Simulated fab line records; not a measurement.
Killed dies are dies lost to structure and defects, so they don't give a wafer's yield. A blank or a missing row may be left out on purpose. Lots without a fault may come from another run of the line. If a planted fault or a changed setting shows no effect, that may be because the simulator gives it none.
One fault seen from 2 desks / flow nand-harc / what lay behind the numbers comes last; until then each desk has only its own

FROM THE METROLOGY DESK
What the gauges read, lot by lot, whatever tool the lot ran on: means of the sampled wafers that have a number. A lot is out of limits, marked OUT, if its mean lies more than 4 standard deviations from the usual mean; the brackets give that distance.
Columns: A = cd-nm at NHARC_A_CONTACT_CD_MEAS_80, usual 189.7 nm
lot=L406; first seen here=day 16 22:54; A=188.3
lot=L408; first seen here=day 17 10:08; A=189.7
lot=L409; first seen here=day 17 18:14; A=190.4
lot=L410; first seen here=day 17 22:59; A=190.2
lot=L411; first seen here=day 18 12:04; A=189.0
lot=L413; first seen here=day 19 04:14; A=189.4
lot=L423; first seen here=day 21 09:54; A=190.0
lot=L421; first seen here=day 21 14:52; A=189.8
lot=L422; first seen here=day 21 16:29; A=189.2
lot=L424; first seen here=day 21 21:23; A=190.5
lot=L425; first seen here=day 22 00:26; A=189.4
lot=L426; first seen here=day 22 09:05; A=189.3
lot=L428; first seen here=day 22 18:41; A=190.5
This desk found nothing out of limits on any of the 13 lots.

THE TOOL OWNER'S DESK: rie-diel-04
The tool's own readings at NHARC_A_CONTACT_ETCH_97 (etches the open film in C4F6/O2, target depth 20 nm, time 10 s): means of the sampled wafers that have a number, for each lot that ran on this tool. A lot is out of limits, marked OUT, if its mean lies more than 4 standard deviations from the usual mean; the brackets give that distance. Of its 8 readings 7 are shown: the one that was out of limits first, and those that lie furthest out on some lot.
Columns: A = bias-w at NHARC_A_CONTACT_ETCH_97, usual 500.0 W; B = c4f6-flow-sccm at NHARC_A_CONTACT_ETCH_97, usual 25.00 sccm; C = drypump-motor-current-A at NHARC_A_CONTACT_ETCH_97, usual 5.8 A; D = oes-product-au at NHARC_A_CONTACT_ETCH_97, usual 0.954 a.u.; E = rf-vpp-V at NHARC_A_CONTACT_ETCH_97, usual 546.7 V; F = showerhead-plenum-p-Torr at NHARC_A_CONTACT_ETCH_97, usual 3.91 Torr; G = throttle-valve-pct at NHARC_A_CONTACT_ETCH_97, usual 26.904 %
lot=L406; first seen here=day 16 22:50; A=499.9; B=25.06; C=5.7; D=0.949; E=546.3; F=3.93; G=26.906
lot=L408; first seen here=day 17 10:03; A=499.2; B=24.98; C=5.7; D=0.938; E=547.3; F=3.94; G=26.896
lot=L411; first seen here=day 18 11:59; A=500.3; B=25.03; C=5.4; D=0.948; E=545.1; F=3.84; G=26.908
lot=L423; first seen here=day 21 09:49; A=499.6; B=24.99; C=5.7; D=0.726 (-11) OUT; E=546.4; F=3.92; G=26.912
lot=L421; first seen here=day 21 14:47; A=499.8; B=25.14; C=5.4; D=0.724 (-11) OUT; E=544.3; F=3.82; G=26.904
lot=L422; first seen here=day 21 16:24; A=502.2; B=25.01; C=6.0; D=0.710 (-12) OUT; E=545.0; F=3.88; G=26.906
This desk finds L421, L422, L423 out of limits, L423 being first, at day 21 09:49 (oes-product-au at NHARC_A_CONTACT_ETCH_97). L406, L408, L411 stayed within limits.

TAKEN TOGETHER
The tool owner's desk had the chance to raise an alarm at day 21 09:49 on L421, L422, L423.
At the metrology desk, nothing out of limits was observed.
The metrology desk holds a record of L421, L422, L423, inside its limits.
All the named lots went through NHARC_A_CONTACT_ETCH_97 on rie-diel-04.

WHAT WAS PUT IN BY THE SIMULATOR
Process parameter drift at NHARC_A_CONTACT_ETCH_97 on rie-diel-04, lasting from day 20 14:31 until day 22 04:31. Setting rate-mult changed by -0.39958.
Lots struck among those shown: L421, L422, L423.
Delay in hours, fault start to first out-of-limits reading, by desk: the tool owner's desk at 19.
